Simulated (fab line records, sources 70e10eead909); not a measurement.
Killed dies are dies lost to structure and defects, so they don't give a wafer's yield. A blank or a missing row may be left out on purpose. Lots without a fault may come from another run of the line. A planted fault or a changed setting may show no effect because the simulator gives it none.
Tool commonality check | flow nand_harc | 2 lots, 6 wafers sampled

WHY IT WAS OPENED
At NHARC_END_SORT_01 the reading killed_at_periphery is flagged on 2 of 2 lots. Wafers without a fault read 4.2, standard deviation 2.9.
Rule: a lot is flagged when every wafer of it that has a number lies more than 4 standard deviations from that mean, or none has a number. The other lots count as sound.

lot  | measured     | on        | killed_at_periphery, wafer by wafer | flag
L334 | day 34 00:18 | prober-02 | 636 636 643                         | FLAGGED
L332 | day 34 12:41 | prober-01 | 640 637 636                         | FLAGGED
The numbers of the flagged lots are 638.0 on average: +633.8 against the usual, or +99 or more standard deviations.

WHICH TOOL RAN EACH LOT
The record holds 4 process steps before the reading, out of a route of 1302 steps. In each cell: the tool, then ch and the chambers that the sampled wafers went through, then the start.
lot  | flag    | NHARC_P_GATE_DEVELOP_45           | NHARC_A_BONDPAD_PRE_CLEAN_26 | NHARC_A_BONDPAD_PVD_17 | NHARC_HYBRID_BOND_ACTIVATE_00
L334 | FLAGGED | litho_track-05 ch 0, day 14 23:00 | no row                       | no row                 | no row
L332 | FLAGGED | litho_track-05 ch 0, day 14 09:00 | no row                       | no row                 | no row
What these steps do:
- NHARC_P_GATE_DEVELOP_45: time 70 s.
- NHARC_A_BONDPAD_PRE_CLEAN_26: time 30 s.
- NHARC_A_BONDPAD_PVD_17: deposits TaN, target thk 5 nm, time 8.06 s.
- NHARC_HYBRID_BOND_ACTIVATE_00: chemistry N2, time 60 s.
- NHARC_END_SORT_01

FLAGGED OVER TOTAL, TOOL BY TOOL (the gauges that took the reading come last)
step                    | tool           | lots run | flagged | share of the flagged lots | sound lots run after its first flagged lot
NHARC_P_GATE_DEVELOP_45 | litho_track-05 | 2        | 2       | all                       | 0
NHARC_END_SORT_01       | prober-01      | 1        | 1       | some                      | 0
NHARC_END_SORT_01       | prober-02      | 1        | 1       | some                      | 0

WHAT THE TABLE ALLOWS
1 row of the table ran every flagged lot: litho_track-05 at NHARC_P_GATE_DEVELOP_45.
- litho_track-05 at NHARC_P_GATE_DEVELOP_45: 2 of its 2 lots flagged. It ran no sound lot before its first flagged lot in this sample, so the start can't be narrowed down.
One tool is left: litho_track-05 at NHARC_P_GATE_DEVELOP_45.

WHAT THE SIMULATOR HAD PUT IN
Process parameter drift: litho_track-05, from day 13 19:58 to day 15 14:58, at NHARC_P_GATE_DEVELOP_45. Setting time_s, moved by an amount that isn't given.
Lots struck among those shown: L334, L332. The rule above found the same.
